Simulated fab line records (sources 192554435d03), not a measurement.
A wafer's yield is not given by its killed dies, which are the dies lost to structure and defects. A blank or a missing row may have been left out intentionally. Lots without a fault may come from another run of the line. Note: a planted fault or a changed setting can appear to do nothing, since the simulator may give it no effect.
Which of the tools did it? / flow n5Finfet / 9 lots, 27 wafers sampled, at 2 steps of a route of 1938

## WHAT THE GAUGES SHOWED, per wafer
N5_PMOS_HMC_CHANNEL_EPI_THK_MEAS_22.
lot=L681; measured=day 1 19:52; on=filmMetro-02; HMC_CMP_THK (nm)=53.8 54.3 53.9
lot=L683; measured=day 2 07:55; on=filmMetro-02; HMC_CMP_THK (nm)=53.5 54.1 53.9
lot=L684; measured=day 2 13:32; on=filmMetro-01; HMC_CMP_THK (nm)=54.7 52.8 54.2
lot=L685; measured=day 2 19:27; on=filmMetro-01; HMC_CMP_THK (nm)=54.8 53.9 53.2
lot=L689; measured=day 3 19:26; on=filmMetro-02; HMC_CMP_THK (nm)=54.8 53.4 54.2
lot=L700; measured=day 6 15:44; on=filmMetro-01; HMC_CMP_THK (nm)=53.3 56.4 53.2
lot=L699; measured=day 6 16:45; on=filmMetro-01; HMC_CMP_THK (nm)=36.0 36.1 53.9
lot=L702; measured=day 7 01:40; on=filmMetro-01; HMC_CMP_THK (nm)=52.9 54.4 54.5
lot=L703; measured=day 7 07:53; on=filmMetro-01; HMC_CMP_THK (nm)=52.6 54.9 52.6

## EACH LOT AND THE TOOL THAT RAN IT (in order: tool; ch and the chambers of the sampled wafers; start)
lot=L681; N5_PMOS_HMC_CHANNEL_EPI_FIN_RECESS_16=rieSi-02 ch 1,2,3, day 1 18:03
lot=L683; N5_PMOS_HMC_CHANNEL_EPI_FIN_RECESS_16=rieSi-02 ch 0,1,2, day 2 06:06
lot=L684; N5_PMOS_HMC_CHANNEL_EPI_FIN_RECESS_16=rieSi-03 ch 0,3, day 2 11:44
lot=L685; N5_PMOS_HMC_CHANNEL_EPI_FIN_RECESS_16=rieSi-03 ch 0,3, day 2 17:38
lot=L689; N5_PMOS_HMC_CHANNEL_EPI_FIN_RECESS_16=rieSi-02 ch 0,1,2, day 3 17:38
lot=L700; N5_PMOS_HMC_CHANNEL_EPI_FIN_RECESS_16=rieSi-03 ch 1,2, day 6 13:56
lot=L699; N5_PMOS_HMC_CHANNEL_EPI_FIN_RECESS_16=rieSi-05 ch 0,1,2, day 6 14:32
lot=L702; N5_PMOS_HMC_CHANNEL_EPI_FIN_RECESS_16=rieSi-03 ch 0,2,3, day 6 23:52
lot=L703; N5_PMOS_HMC_CHANNEL_EPI_FIN_RECESS_16=rieSi-03 ch 2,3, day 7 06:05
- N5_PMOS_HMC_CHANNEL_EPI_FIN_RECESS_16: chemistry HBr/Cl2, target Si, target depth 54 nm, time 18 s.

## THE ANSWER, worked out from the rows above alone
Rule: the usual values come from the lots themselves. The widest of any qualifying gaps counts: lots, ordered by their means at a reading, are off when they make up no more than a third of the lots, leave a main group of 4 or more, and stand apart from it by 3 or more times the standard deviation of that group's means. A main group is skipped when, at the precision printed for the reading in the tables above, its means are all equal. Also off: a lot with no number at a reading for which 4 or more lots have one. Any other lot the step has rows for is counted as sound.
Off: at N5_PMOS_HMC_CHANNEL_EPI_THK_MEAS_22 (HMC_CMP_THK), L699. Mean 53.9 nm and standard deviation 0.25 in the main group.
If a tool, at a process step before that reading, ran all the lots that are off and no sound lot after the first of them, it fits. The gauges at N5_PMOS_HMC_CHANNEL_EPI_THK_MEAS_22 are tried like those tools. One fits: N5_PMOS_HMC_CHANNEL_EPI_FIN_RECESS_16 on rieSi-05. It ran no sound lot before its first lot that is off in this sample, so the start can't be narrowed down.

## WHAT THE SIMULATOR PUT IN
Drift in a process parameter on rieSi-05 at N5_PMOS_HMC_CHANNEL_EPI_FIN_RECESS_16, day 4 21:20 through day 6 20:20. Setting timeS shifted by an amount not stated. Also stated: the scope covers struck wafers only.
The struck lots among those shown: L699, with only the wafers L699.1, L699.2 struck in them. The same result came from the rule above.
